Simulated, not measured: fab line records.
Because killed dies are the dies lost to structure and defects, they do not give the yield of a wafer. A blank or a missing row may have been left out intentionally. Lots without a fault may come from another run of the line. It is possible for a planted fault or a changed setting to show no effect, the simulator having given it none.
Matching of chambers + flow n5 finfet + N5_PMOS_HMC_CHANNEL_EPI_STRIP_33 on rie diel-01: 4 sister chambers
The step strips in N2/H2. 20 wafers are shown with their chamber, then 10 later ones without.

## WAFERS, EACH WITH ITS CHAMBER
| wafer  | chamber | showerhead plenum p Torr (Torr) | throttle valve pct (%) | drypump motor current A (A) |
|--------|---------|---------------------------------|------------------------|-----------------------------|
| L077.1 | 0       | 3.28                            | 19.06                  | 6.7                         |
| L077.2 | 2       | 3.19                            | 19.70                  | 6.4                         |
| L077.5 | 3       | 3.31                            | 19.16                  | 6.0                         |
| L080.1 | 2       | 3.18                            | 19.70                  | 6.4                         |
| L080.2 | 1       | 3.38                            | 18.96                  | 6.3                         |
| L080.5 | 0       | 3.28                            | 19.09                  | 6.6                         |
| L082.3 | 3       | 3.31                            | 19.17                  | 6.0                         |
| L082.5 | 3       | 3.31                            | 19.19                  | 6.0                         |
| L082.6 | 0       | 3.28                            | 19.11                  | 6.7                         |
| L085.3 | 3       | 3.31                            | 19.16                  | 6.0                         |
| L085.4 | 1       | 3.38                            | 18.96                  | 6.3                         |
| L085.6 | 2       | 3.18                            | 19.69                  | 6.4                         |
| L089.2 | 2       | 3.18                            | 19.74                  | 6.4                         |
| L089.4 | 3       | 3.30                            | 19.19                  | 6.1                         |
| L089.5 | 3       | 3.30                            | 19.17                  | 6.0                         |
| L091.1 | 0       | 3.27                            | 19.16                  | 6.6                         |
| L091.2 | 1       | 3.37                            | 18.99                  | 6.3                         |
| L091.3 | 3       | 3.30                            | 19.17                  | 6.0                         |
| L091.4 | 1       | 3.37                            | 18.94                  | 6.3                         |
| L091.5 | 3       | 3.30                            | 19.20                  | 6.0                         |

SIGNATURES (averages over the wafers above)
| reading                  | chamber 0 | chamber 1 | chamber 2 | chamber 3 | scatter within a chamber |
|--------------------------|-----------|-----------|-----------|-----------|--------------------------|
| showerhead plenum p Torr | 3.2775    | 3.3750    | 3.1825    | 3.3050    | 0.0053                   |
| throttle valve pct       | 19.1050   | 18.9625   | 19.7075   | 19.1762   | 0.0245                   |
| drypump motor current A  | 6.650     | 6.300     | 6.400     | 6.013     | 0.0342                   |
Rule: distance of a wafer from a chamber = root of the sum over the readings of ((wafer's reading minus chamber's mean) / reading's scatter) squared. If the next closest chamber is less than 2 further off than the closest, the wafer can't be placed; otherwise it belongs to the closest. The scatter is the square root of a quotient: the sum, over the shown wafers, of each reading's squared deviation from its chamber's mean, divided by wafers minus chambers.

## WAFERS WITHOUT THEIR CHAMBER
| wafer  | showerhead plenum p Torr (Torr) | throttle valve pct (%) | drypump motor current A (A) |
|--------|---------------------------------|------------------------|-----------------------------|
| L091.6 | 3.27                            | 19.15                  | 6.7                         |
| L095.1 | 3.29                            | 19.20                  | 6.0                         |
| L095.2 | 3.26                            | 19.12                  | 6.6                         |
| L095.3 | 3.37                            | 18.98                  | 6.3                         |
| L095.4 | 3.58                            | 19.31                  | 6.4                         |
| L095.5 | 3.58                            | 19.31                  | 6.4                         |
| L095.6 | 3.29                            | 19.17                  | 6.0                         |
| L096.1 | 3.37                            | 18.97                  | 6.3                         |
| L096.3 | 3.29                            | 19.22                  | 6.0                         |
| L096.6 | 3.58                            | 19.32                  | 6.4                         |

## THE CHAMBER EACH PASSED THROUGH
| wafer  | from the rows above | in truth                   |
|--------|---------------------|----------------------------|
| L091.6 | 0                   | 0                          |
| L095.1 | 3                   | 3                          |
| L095.2 | 0                   | 0                          |
| L095.3 | 1                   | 1                          |
| L095.4 | 1                   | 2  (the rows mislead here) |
| L095.5 | 1                   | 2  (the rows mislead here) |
| L095.6 | 3                   | 3                          |
| L096.1 | 1                   | 1                          |
| L096.3 | 3                   | 3                          |
| L096.6 | 1                   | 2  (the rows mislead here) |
7 of 10 placed correctly. From these rows, 0 cannot be placed. 3 placed wrongly.
